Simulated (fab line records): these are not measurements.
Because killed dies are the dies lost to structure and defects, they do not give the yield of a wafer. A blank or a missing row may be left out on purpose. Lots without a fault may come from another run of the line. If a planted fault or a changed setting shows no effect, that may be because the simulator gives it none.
Split-lot experiment | flow n5_finfet | 7 lots, 39 wafers read, on a route of 1938 steps

## SPLIT DETAILS
At N5_FIN_SAQP_HM_DEP_03 (deposits SiNx from SiH4/NH3/N2, target thk 38 nm, time 33.6 s), the setting time_s was moved away from the recipe's 33.6 s on 15 of the 39 wafers read, by -47.3% to +40.5%. This setting was run at the recipe's value on the other wafers.

## FROM THE SPLIT TO THE READING: what the file shows between them, 6 steps
- N5_FIN_SAQP_THK_MEAS_05
- N5_FIN_SAQP_PECVD_47: deposits a-Si from SiH4/He, target thk 45 nm, time 36.3 s
- N5_FIN_SAQP_PECVD_48: deposits SiNx from SiH4/NH3/N2, target thk 25 nm, time 22.1 s
- N5_FIN_SAQP_SPACER2_ALD_28: deposits SiO2, target thk 8.1 nm, pulse time 1 s, purge time 2 s
- N5_FIN_SAQP_SPACER2_ETCHBACK_29: etches SiO2 in CHF3/O2, target depth 12.2 nm, time 6.1 s
- N5_FIN_SAQP_MANDREL2_REMOVE_60: chemistry HBr/Cl2/O2, target a-Si, stops on SiNx, bt time 10 s

## THE READING
etch.depth_nm (the simulator's own value, which no gauge read), in nm, at N5_FIN_SAQP_HM_OPEN_33 (chemistry CH3F/O2, target SiNx, target depth 49.4 nm, time 70.6 s). The file does not state a usual value for it. Average 37.45 nm, standard deviation 0.6 nm, over the 24 wafers here run with the recipe.

wafer  | tool, chamber at the split | time_s as run, s | against the recipe | etch.depth_nm, nm | against lot-mates on the recipe
L076.1 | pecvd-03, 2                | 33.6             | recipe             | 36.35             | -
L076.2 | pecvd-03, 1                | 47.2             | +40.5%             | 51.85             | +15.27
L076.3 | pecvd-03, 0                | 33.6             | recipe             | 36.3              | -
L076.4 | pecvd-03, 1                | 47.2             | +40.5%             | 52.16             | +15.58
L076.5 | pecvd-03, 2                | 47.2             | +40.5%             | 52.49             | +15.91
L076.6 | pecvd-03, 0                | 33.6             | recipe             | 37.08             | -
L077.1 | pecvd-03, 0                | 33.6             | recipe             | 36.35             | -
L077.2 | pecvd-03, 2                | 33.6             | recipe             | 37.1              | -
L077.3 | pecvd-03, 1                | 42.21            | +25.6%             | 46.27             | +9.34
L077.4 | pecvd-03, 0                | 42.21            | +25.6%             | 47.11             | +10.18
L077.5 | pecvd-03, 1                | 42.21            | +25.6%             | 46.67             | +9.74
L077.6 | pecvd-03, 2                | 33.6             | recipe             | 37.33             | -
L078.1 | pecvd-01, 0                | 33.6             | recipe             | 37.62             | -
L078.2 | pecvd-01, 1                | 33.6             | recipe             | 37.31             | -
L078.3 | pecvd-01, 1                | 33.6             | recipe             | 38.34             | -
L078.4 | pecvd-01, 0                | 33.6             | recipe             | 37.86             | -
L078.5 | pecvd-01, 1                | 33.6             | recipe             | 37.9              | -
L078.6 | pecvd-01, 0                | 33.6             | recipe             | 37.68             | -
L086.1 | pecvd-01, 1                | 41.54            | +23.6%             | 46.18             | +8.69
L086.2 | pecvd-01, 2                | 33.6             | recipe             | 37.33             | -
L086.3 | pecvd-01, 0                | 33.6             | recipe             | 37.18             | -
L086.4 | pecvd-01, 2                | 41.54            | +23.6%             | 46.78             | +9.29
L086.5 | pecvd-01, 1                | 33.6             | recipe             | 37.97             | -
L086.6 | pecvd-01, 0                | 41.54            | +23.6%             | 47.05             | +9.56
L090.1 | pecvd-03, 2                | 17.87            | -46.8%             | 19.89             | -18.33
L090.2 | pecvd-03, 1                | 33.6             | recipe             | 37.8              | -
L090.3 | pecvd-03, 0                | 33.6             | recipe             | 38.46             | -
L090.4 | pecvd-03, 1                | 33.6             | recipe             | 38.41             | -
L090.5 | pecvd-03, 0                | 17.87            | -46.8%             | 20.2              | -18.02
L090.6 | pecvd-03, 2                | 17.87            | -46.8%             | 20.44             | -17.78
L092.1 | pecvd-03, 1                | 17.7             | -47.3%             | 19.37             | -18.38
L092.2 | pecvd-03, 0                | 33.6             | recipe             | 37.59             | -
L092.3 | pecvd-03, 2                | 17.7             | -47.3%             | 19.37             | -18.38
L092.4 | pecvd-03, 2                | 17.7             | -47.3%             | 20                | -17.75
L092.5 | pecvd-03, 1                | 33.6             | recipe             | 37.64             | -
L092.6 | pecvd-03, 0                | 33.6             | recipe             | 38.02             | -
L094.1 | pecvd-03, 1                | 33.6             | recipe             | 37.1              | -
L094.2 | pecvd-03, 0                | 33.6             | recipe             | 36.76             | -
L094.6 | pecvd-03, 1                | 33.6             | recipe             | 37.34             | -

THE FIT
A straight line over all 39 wafers: etch.depth_nm changes by +0.371 nm for each +1% of time_s; r = +1.00; the points scatter about the line by 0.56 nm.
The same after taking each lot's own level away (the mean of its wafers on the recipe; 39 wafers): +0.385 nm for each +1%; r = +1.00; scatter 0.32 nm.
That fit puts the effect of the largest move of time_s on the reading at 18 nm.
Measured against the standard deviation above, the lots' own levels, which go from 36.577 to 38.223 nm, span 2.7 times it.
So the lot-to-lot level changes the slope little: the two slopes agree.
Check: for one of the wafers moved furthest among these (-47.3%), held out of the fit, the line's prediction against its lot-mates is -18.2 nm. Against them it came out at -18.4 nm.

## THE WHOLE CHAIN: every reading that the file lists as answering this split, in the file's order
step                           | what it does                                                      | reading                                                                            | change (the file's fit)               | r (the file's)
N5_FIN_SAQP_HM_DEP_03          | deposits SiNx from SiH4/NH3/N2, target thk 38 nm, time 33.6 s     | SiNx_of_FIN_SAQP_HM_DEP_03.thk_nm (the simulator's own value, which no gauge read) | +0.385 nm for each +1% of the setting | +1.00
N5_FIN_SAQP_THK_MEAS_05        |                                                                   | thk_nm                                                                             | withheld for each +1% of the setting  | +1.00
N5_FIN_SAQP_MANDREL2_REMOVE_60 | chemistry HBr/Cl2/O2, target a-Si, stops on SiNx, bt time 10 s    | SiNx_of_FIN_SAQP_HM_DEP_03.thk_nm (the simulator's own value, which no gauge read) | +0.384 nm for each +1% of the setting | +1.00
N5_FIN_SAQP_HM_OPEN_33         | chemistry CH3F/O2, target SiNx, target depth 49.4 nm, time 70.6 s | etch_rf_on_time_s                                                                  | withheld for each +1% of the setting  | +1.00
N5_FIN_SAQP_HM_OPEN_33         | chemistry CH3F/O2, target SiNx, target depth 49.4 nm, time 70.6 s | etch.depth_nm (the simulator's own value, which no gauge read)                     | +0.385 nm for each +1% of the setting | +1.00

## THE FILE'S OWN FIT
etch.depth_nm changes by +0.385 nm for each +1% of time_s, r = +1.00.
